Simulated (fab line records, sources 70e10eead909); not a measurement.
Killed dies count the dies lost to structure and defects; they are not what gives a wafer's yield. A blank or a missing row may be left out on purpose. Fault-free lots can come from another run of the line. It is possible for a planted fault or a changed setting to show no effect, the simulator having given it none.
Matching of chambers ; flow nand_harc ; NHARC_P_ZERO_WELL_DESCUM_39 on rie_diel-01: 4 sister chambers
The step chemistry O2, time 3 s. 16 wafers are shown with their chamber, then 8 later ones without.

== EACH WAFER AND ITS CHAMBER ==
wafer;chamber;drypump_motor_current_A (A);oes_product_au (a.u.);rf_vpp_V (V)
L075.1;1;6.5;1.014;58.0
L075.3;2;5.1;1.003;57.0
L075.6;1;6.5;1.014;57.8
L076.2;1;6.5;1.035;57.7
L076.3;2;5.2;1.013;56.6
L076.5;2;5.2;1.013;56.8
L078.2;2;5.2;0.998;57.1
L078.3;0;5.8;0.992;56.9
L078.5;2;5.2;0.994;55.7
L080.1;3;5.9;1.018;58.7
L080.4;0;5.8;1.004;57.8
L080.6;0;5.9;0.993;58.0
L081.1;2;5.2;1.009;57.4
L081.5;2;5.2;1.004;57.3
L081.6;3;5.9;1.016;58.4
L085.1;3;5.9;1.022;57.8

SIGNATURES, as means of the wafers listed above
reading;chamber 0;chamber 1;chamber 2;chamber 3;scatter within a chamber
drypump_motor_current_A;5.833;6.500;5.186;5.900;0.0356
oes_product_au;0.99633;1.02100;1.00486;1.01867;0.00775
rf_vpp_V;57.567;57.833;56.843;58.300;0.511
Rule: a wafer's distance from a chamber is the root of the sum, over the readings, of the square of ((its reading less the chamber's mean) divided by the reading's scatter). The wafer belongs to the nearest chamber; if the next one is less than 2 further off, it can't be placed. The scatter: the root of (the sum of the squares of (reading less its chamber's mean) over the shown wafers, divided by (wafers less chambers)).

== WAFERS WHOSE CHAMBER IS MISSING ==
wafer;drypump_motor_current_A (A);oes_product_au (a.u.);rf_vpp_V (V)
L085.3;5.9;0.993;55.6
L085.6;5.2;1.014;57.4
L088.1;5.2;1.017;57.6
L088.3;5.9;1.013;58.4
L088.5;5.8;1.000;57.5
L096.3;5.9;0.996;59.2
L096.4;5.9;0.996;57.1
L096.6;6.5;1.002;59.0

== THE CHAMBER EACH PASSED THROUGH ==
wafer;from the rows above;in truth
L085.3;can't be placed: 0 or 3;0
L085.6;2;2
L088.1;2;2
L088.3;3;3
L088.5;0;0
L096.3;can't be placed: 3 or 0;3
L096.4;can't be placed: 0 or 3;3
L096.6;1;1
5 of 8 placed correctly. Unplaceable from these rows: 3, with the true chamber sitting among the candidates in 3. Placed wrongly: 0.
